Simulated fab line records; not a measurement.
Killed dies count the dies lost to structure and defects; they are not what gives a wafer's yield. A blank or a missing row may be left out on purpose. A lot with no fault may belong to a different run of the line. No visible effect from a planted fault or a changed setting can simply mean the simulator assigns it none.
What tool caused it? + flow n5_finfet + 24 lots with 72 wafers sampled at 6 steps, on a route of 1938 steps

WHAT THE GAUGES SHOWED, per wafer
N5_FIN_SAQP_CD_MEAS_16: target cd 35.6 nm.
| lot  | measured    | on        | cd_nm (nm)        |
|------|-------------|-----------|-------------------|
| L074 | day 1 21:08 | cd_sem-03 | 35.58 35.61 36.00 |
| L075 | day 2 03:50 | cd_sem-02 | 35.42 35.74 35.73 |
| L076 | day 2 11:01 | cd_sem-02 | 35.82 35.88 35.83 |
| L077 | day 2 15:52 | cd_sem-01 | 35.85 35.59 36.09 |
| L078 | day 2 21:49 | cd_sem-02 | 35.35 35.78 35.35 |
| L079 | day 3 03:17 | cd_sem-01 | 35.61 35.32 35.33 |
| L080 | day 3 11:33 | cd_sem-02 | 35.80 35.46 35.72 |
| L081 | day 3 15:40 | cd_sem-02 | 34.89 35.43 35.27 |
| L082 | day 3 21:58 | cd_sem-03 | 35.60 35.45 35.72 |
| L083 | day 4 05:15 | cd_sem-02 | 35.12 34.92 35.62 |
| L084 | day 4 11:26 | cd_sem-03 | 35.75 35.61 35.63 |
| L085 | day 4 18:12 | cd_sem-02 | 35.78 35.93 35.76 |
| L086 | day 4 22:32 | cd_sem-03 | 35.63 35.41 35.62 |
| L087 | day 5 04:43 | cd_sem-02 | 35.62 35.60 35.95 |
| L088 | day 5 10:33 | cd_sem-01 | 35.81 35.80 35.63 |
| L089 | day 5 15:38 | cd_sem-01 | 35.70 35.56 35.62 |
| L090 | day 6 05:19 | cd_sem-02 | 35.65 35.67 35.52 |
| L091 | day 6 10:55 | cd_sem-01 | 35.33 35.50 35.38 |
| L092 | day 6 11:05 | cd_sem-01 | 35.84 35.86 35.53 |
| L093 | day 6 19:50 | cd_sem-03 | 35.42 35.10 35.76 |
| L094 | day 6 23:50 | cd_sem-03 | 36.11 36.34 35.95 |
| L095 | day 7 04:08 | cd_sem-02 | 35.70 35.82 36.25 |
| L096 | day 7 10:01 | cd_sem-01 | 35.34 35.46 35.36 |
| L097 | day 7 16:17 | cd_sem-02 | 34.87 35.03 35.29 |

N5_FIN_SAQP_CD_MEAS_27: target cd 20 nm.
| lot  | measured    | on        | cd_nm (nm)        |
|------|-------------|-----------|-------------------|
| L074 | day 1 23:22 | cd_sem-01 | 20.49 20.58 20.45 |
| L075 | day 2 06:36 | cd_sem-03 | 20.07 20.53 20.55 |
| L076 | day 2 13:17 | cd_sem-03 | 20.34 20.11 19.82 |
| L077 | day 2 18:15 | cd_sem-01 | 20.55 20.52 20.31 |
| L078 | day 2 23:55 | cd_sem-01 | 20.62 20.27 20.18 |
| L079 | day 3 05:25 | cd_sem-02 | 20.31 20.73 20.28 |
| L080 | day 3 13:40 | cd_sem-02 | 19.95 19.86 19.77 |
| L081 | day 3 18:52 | cd_sem-01 | 20.03 20.46 20.04 |
| L082 | day 4 02:01 | cd_sem-02 | 19.97 20.38 20.28 |
| L083 | day 4 08:48 | cd_sem-02 | 20.56 20.18 20.30 |
| L084 | day 4 13:46 | cd_sem-02 | 20.45 20.28 20.52 |
| L085 | day 4 20:53 | cd_sem-02 | 20.53 20.24 20.26 |
| L086 | day 5 00:59 | cd_sem-03 | 20.62 20.04 20.58 |
| L087 | day 5 07:01 | cd_sem-02 | 20.43 20.26 20.37 |
| L088 | day 5 12:41 | cd_sem-03 | 20.19 20.42 20.28 |
| L089 | day 5 18:16 | cd_sem-03 | 20.11 20.61 19.77 |
| L090 | day 6 07:58 | cd_sem-01 | 20.69 20.54 20.07 |
| L091 | day 6 13:10 | cd_sem-03 | 20.30 20.42 20.31 |
| L092 | day 6 13:46 | cd_sem-02 | 19.99 20.54 20.05 |
| L093 | day 6 21:56 | cd_sem-03 | 20.86 20.27 20.57 |
| L094 | day 7 02:27 | cd_sem-01 | 19.88 20.58 19.94 |
| L095 | day 7 06:19 | cd_sem-03 | 20.36 20.23 20.53 |
| L096 | day 7 12:58 | cd_sem-01 | 20.12 20.50 20.35 |
| L097 | day 7 18:47 | cd_sem-01 | 19.99 20.38 20.29 |

N5_STI_FIN_REVEAL_FIN_H_MEAS_10.
| lot  | measured    | on     | trench_depth_nm (nm) |
|------|-------------|--------|----------------------|
| L074 | day 2 11:43 | ocd-01 | 51.9 51.3 50.7       |
| L075 | day 2 19:56 | ocd-02 | 52.7 51.6 52.1       |
| L076 | day 3 03:05 | ocd-02 | 51.2 52.0 52.3       |
| L077 | day 3 08:13 | ocd-01 | 52.7 52.5 52.8       |
| L078 | day 3 13:05 | ocd-01 | 51.5 52.1 52.0       |
| L079 | day 3 18:37 | ocd-01 | 52.4 50.7 52.8       |
| L080 | day 4 02:26 | ocd-01 | 51.0 53.2 52.1       |
| L081 | day 4 07:43 | ocd-02 | 51.5 51.6 52.1       |
| L082 | day 4 15:43 | ocd-02 | 53.6 52.8 53.4       |
| L083 | day 4 21:43 | ocd-02 | 52.9 52.6 52.1       |
| L084 | day 5 04:31 | ocd-01 | 51.7 51.5 51.3       |
| L085 | day 5 09:30 | ocd-01 | 52.9 52.8 52.5       |
| L086 | day 5 13:23 | ocd-01 | 51.6 51.5 51.5       |
| L087 | day 5 20:43 | ocd-01 | 51.9 52.0 51.5       |
| L088 | day 6 01:22 | ocd-01 | 51.8 51.7 52.5       |
| L089 | day 6 07:12 | ocd-01 | 53.4 52.9 52.3       |
| L090 | day 6 20:30 | ocd-02 | 52.6 52.6 51.6       |
| L091 | day 7 02:13 | ocd-01 | 52.7 52.4 52.1       |
| L092 | day 7 03:01 | ocd-02 | 50.8 50.6 50.8       |
| L093 | day 7 11:40 | ocd-01 | 52.0 52.5 52.0       |
| L094 | day 7 14:46 | ocd-02 | 51.4 51.4 51.5       |
| L095 | day 7 19:07 | ocd-01 | 51.4 51.6 52.1       |
| L096 | day 8 01:59 | ocd-01 | 52.7 52.1 52.7       |
| L097 | day 8 07:59 | ocd-02 | 52.6 52.2 52.3       |

EACH LOT AND THE TOOL THAT RAN IT (in order: tool; ch and the chambers of the sampled wafers; start)
| lot  | N5_FIN_SAQP_ETCH_65             | N5_FIN_CUT_DESCUM_13              | N5_STI_FIN_REVEAL_OXIDATION_33      |
|------|---------------------------------|-----------------------------------|-------------------------------------|
| L074 | rie_si-06 ch 0,1,2, day 1 23:31 | rie_diel-05 ch 0,2,3, day 2 02:06 | plasma_asher-01 ch 0,1, day 2 11:32 |
| L075 | rie_si-06 ch 0,1, day 2 07:02   | rie_diel-06 ch 2,3, day 2 10:20   | plasma_asher-01 ch 0,1, day 2 19:45 |
| L076 | rie_si-03 ch 0,1,3, day 2 13:26 | rie_diel-02 ch 1,2, day 2 16:17   | plasma_asher-01 ch 0, day 3 02:53   |
| L077 | rie_si-02 ch 0,2,3, day 2 18:29 | rie_diel-06 ch 0,1, day 2 21:11   | plasma_asher-02 ch 1, day 3 08:01   |
| L078 | rie_si-02 ch 1,2,3, day 3 00:07 | rie_diel-02 ch 0,1,3, day 3 02:55 | plasma_asher-02 ch 0,1, day 3 12:53 |
| L079 | rie_si-03 ch 0,1,3, day 3 05:34 | rie_diel-06 ch 1,2,3, day 3 09:00 | plasma_asher-01 ch 1, day 3 18:25   |
| L080 | rie_si-06 ch 2,3, day 3 14:05   | rie_diel-02 ch 0,1,2, day 3 16:45 | plasma_asher-01 ch 0,1, day 4 02:14 |
| L081 | rie_si-06 ch 1,2,3, day 3 19:15 | rie_diel-02 ch 1,3, day 3 22:08   | plasma_asher-01 ch 0,1, day 4 07:31 |
| L082 | rie_si-02 ch 1,2,3, day 4 02:13 | rie_diel-02 ch 1,2,3, day 4 05:07 | plasma_asher-02 ch 0,1, day 4 15:28 |
| L083 | rie_si-06 ch 0,1, day 4 09:02   | rie_diel-05 ch 1,2,3, day 4 11:58 | plasma_asher-01 ch 0, day 4 21:31   |
| L084 | rie_si-03 ch 0,2,3, day 4 13:55 | rie_diel-02 ch 1,3, day 4 18:19   | plasma_asher-01 ch 0,1, day 5 04:19 |
| L085 | rie_si-02 ch 1,3, day 4 21:10   | rie_diel-06 ch 0,2,3, day 4 23:49 | plasma_asher-01 ch 0,1, day 5 09:19 |
| L086 | rie_si-02 ch 1,2, day 5 01:08   | rie_diel-05 ch 0,1,2, day 5 03:43 | plasma_asher-02 ch 0,1, day 5 13:11 |
| L087 | rie_si-02 ch 1,2,3, day 5 07:22 | rie_diel-06 ch 0,2,3, day 5 09:54 | plasma_asher-01 ch 0,1, day 5 20:31 |
| L088 | rie_si-06 ch 1,3, day 5 12:50   | rie_diel-02 ch 1,2, day 5 15:17   | plasma_asher-02 ch 0,1, day 6 01:11 |
| L089 | rie_si-03 ch 0,1,2, day 5 18:28 | rie_diel-05 ch 0,2,3, day 5 21:28 | plasma_asher-01 ch 0,1, day 6 07:00 |
| L090 | rie_si-06 ch 0,1,2, day 6 08:11 | rie_diel-05 ch 0,2,3, day 6 10:58 | plasma_asher-01 ch 0,1, day 6 20:19 |
| L091 | rie_si-03 ch 1,2,3, day 6 13:27 | rie_diel-02 ch 2,3, day 6 16:19   | plasma_asher-01 ch 0,1, day 7 02:01 |
| L092 | rie_si-03 ch 1,2,3, day 6 13:55 | rie_diel-06 ch 1,2, day 6 17:08   | plasma_asher-02 ch 0,1, day 7 02:43 |
| L093 | rie_si-06 ch 0,2,3, day 6 22:05 | rie_diel-05 ch 0,2, day 7 00:47   | plasma_asher-01 ch 0,1, day 7 11:28 |
| L094 | rie_si-02 ch 0,2, day 7 02:41   | rie_diel-05 ch 0,3, day 7 05:12   | plasma_asher-02 ch 1, day 7 14:34   |
| L095 | rie_si-06 ch 0,3, day 7 06:28   | rie_diel-05 ch 1,2,3, day 7 09:20 | plasma_asher-02 ch 0,1, day 7 18:55 |
| L096 | rie_si-03 ch 0,2, day 7 13:21   | rie_diel-02 ch 1,3, day 7 16:19   | plasma_asher-01 ch 0,1, day 8 01:47 |
| L097 | rie_si-06 ch 0,3, day 7 18:57   | rie_diel-05 ch 1,3, day 7 21:28   | plasma_asher-01 ch 0,1, day 8 07:47 |
- N5_FIN_SAQP_ETCH_65: etches SiO2 in CF4, target depth 4 nm, time 4.4 s.
- N5_FIN_CUT_DESCUM_13: chemistry O2, time 7 s.
- N5_STI_FIN_REVEAL_OXIDATION_33: chemistry O2 PLASMA REMOTE, time 20 s.

AS READ BY THE TOOLS THEMSELVES (means over the sampled wafers that have a number; for cases with no such wafer, the mark the record gives instead)
N5_FIN_SAQP_ETCH_65.
| lot  | tool      | drypump_motor_current_A (A) | oes_product_au (a.u.) | throttle_valve_pct (%) |
|------|-----------|-----------------------------|-----------------------|------------------------|
| L074 | rie_si-06 | 5.58                        | 1.004                 | 21.63                  |
| L075 | rie_si-06 | 5.47                        | 1.009                 | 21.78                  |
| L076 | rie_si-03 | 5.85                        | 0.994                 | 21.63                  |
| L077 | rie_si-02 | 5.73                        | 1.020                 | 21.93                  |
| L078 | rie_si-02 | 5.48                        | 1.012                 | 21.95                  |
| L079 | rie_si-03 | 5.84                        | 0.991                 | 21.63                  |
| L080 | rie_si-06 | 5.77                        | 0.997                 | 21.56                  |
| L081 | rie_si-06 | 5.62                        | 1.011                 | 21.72                  |
| L082 | rie_si-02 | 5.48                        | 1.004                 | 21.94                  |
| L083 | rie_si-06 | 5.43                        | 1.020                 | 21.78                  |
| L084 | rie_si-03 | 5.69                        | 0.996                 | 21.65                  |
| L085 | rie_si-02 | 5.31                        | 1.013                 | 22.03                  |
| L086 | rie_si-02 | 5.62                        | 1.008                 | 21.86                  |
| L087 | rie_si-02 | 5.46                        | 1.015                 | 21.94                  |
| L088 | rie_si-06 | 5.57                        | 1.005                 | 21.89                  |
| L089 | rie_si-03 | 5.63                        | 0.995                 | 21.62                  |
| L090 | rie_si-06 | 5.60                        | 1.001                 | 21.62                  |
| L091 | rie_si-03 | 5.67                        | 0.994                 | 21.70                  |
| L092 | rie_si-03 | 5.66                        | 1.002                 | 21.69                  |
| L093 | rie_si-06 | 5.67                        | 0.999                 | 21.64                  |
| L094 | rie_si-02 | 5.86                        | 1.029                 | 21.85                  |
| L095 | rie_si-06 | 5.61                        | 1.003                 | 21.70                  |
| L096 | rie_si-03 | 5.51                        | 0.994                 | 21.64                  |
| L097 | rie_si-06 | 5.56                        | 0.992                 | 21.69                  |

N5_FIN_CUT_DESCUM_13.
| lot  | tool        | drypump_motor_current_A (A) | oes_product_au (a.u.) | rf_vpp_V (V) | showerhead_plenum_p_Torr (Torr) | throttle_valve_pct (%) |
|------|-------------|-----------------------------|-----------------------|--------------|---------------------------------|------------------------|
| L074 | rie_diel-05 | 5.6                         | 0.73                  | 242.7        | 2.06                            | 20.54                  |
| L075 | rie_diel-06 | 6.5                         | 0.86                  | 242.5        | 2.07                            | 20.42                  |
| L076 | rie_diel-02 | 5.3                         | 0.83                  | 243.3        | 2.09                            | 20.34                  |
| L077 | rie_diel-06 | 5.6                         | 0.90                  | 243.9        | 2.09                            | 20.08                  |
| L078 | rie_diel-02 | 5.8                         | 0.73                  | 243.5        | 2.11                            | 20.61                  |
| L079 | rie_diel-06 | 6.2                         | 0.82                  | 242.7        | 2.05                            | 20.39                  |
| L080 | rie_diel-02 | 5.3                         | 0.77                  | 243.0        | 2.07                            | 20.55                  |
| L081 | rie_diel-02 | 6.2                         | 0.71                  | 244.7        | 2.18                            | 20.48                  |
| L082 | rie_diel-02 | 5.8                         | 0.77                  | 243.6        | 2.13                            | 20.42                  |
| L083 | rie_diel-05 | 5.7                         | 0.74                  | 242.9        | 2.09                            | 20.64                  |
| L084 | rie_diel-02 | 6.2                         | 0.71                  | 243.6        | 2.17                            | 20.50                  |
| L085 | rie_diel-06 | 6.3                         | 0.86                  | 242.5        | 2.09                            | 20.29                  |
| L086 | rie_diel-05 | 5.6                         | 0.74                  | 243.1        | 2.11                            | 20.55                  |
| L087 | rie_diel-06 | 6.3                         | 0.85                  | 243.3        | 2.09                            | 20.29                  |
| L088 | rie_diel-02 | 5.2                         | 0.81                  | 242.6        | 2.09                            | 20.36                  |
| L089 | rie_diel-05 | 5.6                         | 0.72                  | 242.5        | 2.05                            | 20.59                  |
| L090 | rie_diel-05 | 5.6                         | 0.71                  | 242.2        | 2.05                            | 20.59                  |
| L091 | rie_diel-02 | 6.1                         | 0.72                  | 243.5        | 2.12                            | 20.46                  |
| L092 | rie_diel-06 | 5.8                         | 0.76                  | 242.7        | 2.02                            | 20.38                  |
| L093 | rie_diel-05 | 5.5                         | 0.73                  | 243.3        | 2.08                            | 20.62                  |
| L094 | rie_diel-05 | 5.7                         | 0.68                  | 242.6        | 2.01                            | 20.59                  |
| L095 | rie_diel-05 | 5.7                         | 0.72                  | 242.6        | 2.08                            | 20.66                  |
| L096 | rie_diel-02 | 5.9                         | 0.83                  | 243.5        | 2.17                            | 20.40                  |
| L097 | rie_diel-05 | 5.7                         | 0.70                  | 241.4        | 2.04                            | 20.66                  |

N5_STI_FIN_REVEAL_OXIDATION_33.
| lot  | tool            | drypump_motor_current_A (A) | heater_power_w (W) |
|------|-----------------|-----------------------------|--------------------|
| L074 | plasma_asher-01 | 5.83                        | 142                |
| L075 | plasma_asher-01 | 5.84                        | 139                |
| L076 | plasma_asher-01 | 5.84                        | 155                |
| L077 | plasma_asher-02 | 5.77                        | 142                |
| L078 | plasma_asher-02 | 5.82                        | 153                |
| L079 | plasma_asher-01 | 5.84                        | 129                |
| L080 | plasma_asher-01 | 5.82                        | 140                |
| L081 | plasma_asher-01 | 5.83                        | 147                |
| L082 | plasma_asher-02 | 5.86                        | 166                |
| L083 | plasma_asher-01 | 5.83                        | 157                |
| L084 | plasma_asher-01 | 5.84                        | 147                |
| L085 | plasma_asher-01 | 5.82                        | 140                |
| L086 | plasma_asher-02 | 5.86                        | 162                |
| L087 | plasma_asher-01 | 5.81                        | 138                |
| L088 | plasma_asher-02 | 5.79                        | 153                |
| L089 | plasma_asher-01 | 5.82                        | 141                |
| L090 | plasma_asher-01 | 5.85                        | 140                |
| L091 | plasma_asher-01 | 5.83                        | 146                |
| L092 | plasma_asher-02 | 5.83                        | 155                |
| L093 | plasma_asher-01 | 5.86                        | 144                |
| L094 | plasma_asher-02 | 5.80                        | 141                |
| L095 | plasma_asher-02 | 5.82                        | 154                |
| L096 | plasma_asher-01 | 5.82                        | 149                |
| L097 | plasma_asher-01 | 5.82                        | 140                |

THE ANSWER, worked out from the rows above alone
Rule: usual is defined by the lots themselves. Put in order of their means at a reading, lots are off if they are a third of the lots or fewer, leave a main group of 4 or more, and stand apart from it by a gap of 3 or more times the standard deviation of the main group's means; of several such gaps the widest counts. A main group is skipped when, at the precision printed for the reading in the tables above, its means are all equal. Also off: a lot with no number at a reading for which 4 or more lots have one. Where the step has rows for the other lots, those lots are counted as sound. First the gauges in route order, then the tools' own readings, where a lot's mean is used as printed above. At the first step where some lot is off, the reading lying furthest off is the one used; lots without a number count as furthest.
No lot is off at any reading shown: from this, nothing can be told.

WHAT HAD BEEN PUT IN BY THE SIMULATOR
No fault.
